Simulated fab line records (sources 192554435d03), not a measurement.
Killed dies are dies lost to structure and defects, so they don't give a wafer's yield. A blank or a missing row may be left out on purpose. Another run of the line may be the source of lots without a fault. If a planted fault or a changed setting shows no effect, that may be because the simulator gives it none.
3 desks, one fault	flow n5 finfet	each desk has only its own numbers; what lay behind them comes last

## THE DEFECT DESK
Counts from the inspections along the route, per lot, as means over the sampled wafers that have a number. Marked OUT: a lot whose mean sits more than 4 standard deviations from the usual mean, which makes it out of limits; the brackets give that distance.
Columns: A = raw defect count at N5_BEOL_M1_INSPECT_30, usual 383
lot	first seen here	A
L531	day 6 08:40	390
L532	day 6 12:48	293
L534	day 7 08:44	438
L536	day 7 16:40	353
L551	day 11 04:41	352
L553	day 12 07:06	429
This desk's finding: nothing out of limits on any of the 6 lots.

## FROM THE METROLOGY DESK
Lot by lot, what the gauges showed, no matter which tool ran the lot: averages of those sampled wafers that carry a number. Marked OUT: a lot whose mean sits more than 4 standard deviations from the usual mean, which makes it out of limits; the brackets give that distance. Only the readings that lie furthest out on some lot appear, 7 of the 12 it has.
Columns: A = V0_OVL at N5_BEOL_M1_OVL_MEAS_29, usual 0.1 nm; B = DIBL_N at N5_BEOL_M4_RC_MEAS_101, usual 35.7 mV/V; C = DIBL_P at N5_BEOL_M4_RC_MEAS_101, usual 35.4 mV/V; D = IOFF_N at N5_BEOL_M4_RC_MEAS_101, usual 0.152 nA/um; E = IOFF_P at N5_BEOL_M4_RC_MEAS_101, usual 0.20 nA/um; F = SS_N at N5_BEOL_M4_RC_MEAS_101, usual 71.4 mV/dec; G = VT_N at N5_BEOL_M4_RC_MEAS_101, usual 251 mV
lot	first seen here	A	B	C	D	E	F	G
L531	day 6 08:34	-0.1	36.0	35.1	0.144	0.19	71.3	252
L532	day 6 12:43	-0.2	37.2	36.1	0.189	0.26	71.9	248
L534	day 7 08:39	1.1	36.2	37.2	0.178	0.19	71.4	250
L536	day 7 16:34	0.7	34.8	35.7	0.147	0.21	70.8	250
L551	day 11 04:35	0.9	35.4	35.1	0.139	0.18	70.9	251
L553	day 12 07:01	-0.4	32.8	31.6	0.101	0.16	70.5	257
This desk's finding: nothing out of limits on any of the 6 lots.

## FOR THE TOOL OWNER'S DESK: rie diel-04
The tool's own readings at N5_BEOL_M1_VIA_ETCH_34 (etches the open film in C4F6/O2, target depth 67.8 nm, time 64.4 s): means of the sampled wafers that have a number, for each lot that ran on this tool. Marked OUT: a lot whose mean sits more than 4 standard deviations from the usual mean, which makes it out of limits; the brackets give that distance. Only the readings that lie furthest out on some lot appear, 7 of the 8 it has.
Columns: A = C4F6_flow_sccm at N5_BEOL_M1_VIA_ETCH_34, usual 10.002 sccm; B = bias w at N5_BEOL_M1_VIA_ETCH_34, usual 170.0 W; C = oes_ar_750_au at N5_BEOL_M1_VIA_ETCH_34, usual 0.77 a.u.; D = oes product au at N5_BEOL_M1_VIA_ETCH_34, usual 0.76 a.u.; E = rf vpp V at N5_BEOL_M1_VIA_ETCH_34, usual 663 V; F = showerhead plenum p Torr at N5_BEOL_M1_VIA_ETCH_34, usual 2.80 Torr; G = throttle valve pct at N5_BEOL_M1_VIA_ETCH_34, usual 30.73 %
lot	first seen here	A	B	C	D	E	F	G
L536	day 7 17:22	10.000	169.7	0.71	0.70	664	2.81	30.91
L551	day 11 06:43	10.012	170.1	0.78	0.87	661	2.80	30.91
L553	day 12 14:42	9.999	170.2	0.78	0.87	666	2.84	30.76
This desk's finding: nothing out of limits on any of the 3 lots.

## TAKEN TOGETHER
No out-of-limits result turned up at the defect desk.
From the metrology desk's view, nothing was out of limits.
The desk of the tool owner found nothing out of limits.

## WHAT WAS PUT IN BY THE SIMULATOR
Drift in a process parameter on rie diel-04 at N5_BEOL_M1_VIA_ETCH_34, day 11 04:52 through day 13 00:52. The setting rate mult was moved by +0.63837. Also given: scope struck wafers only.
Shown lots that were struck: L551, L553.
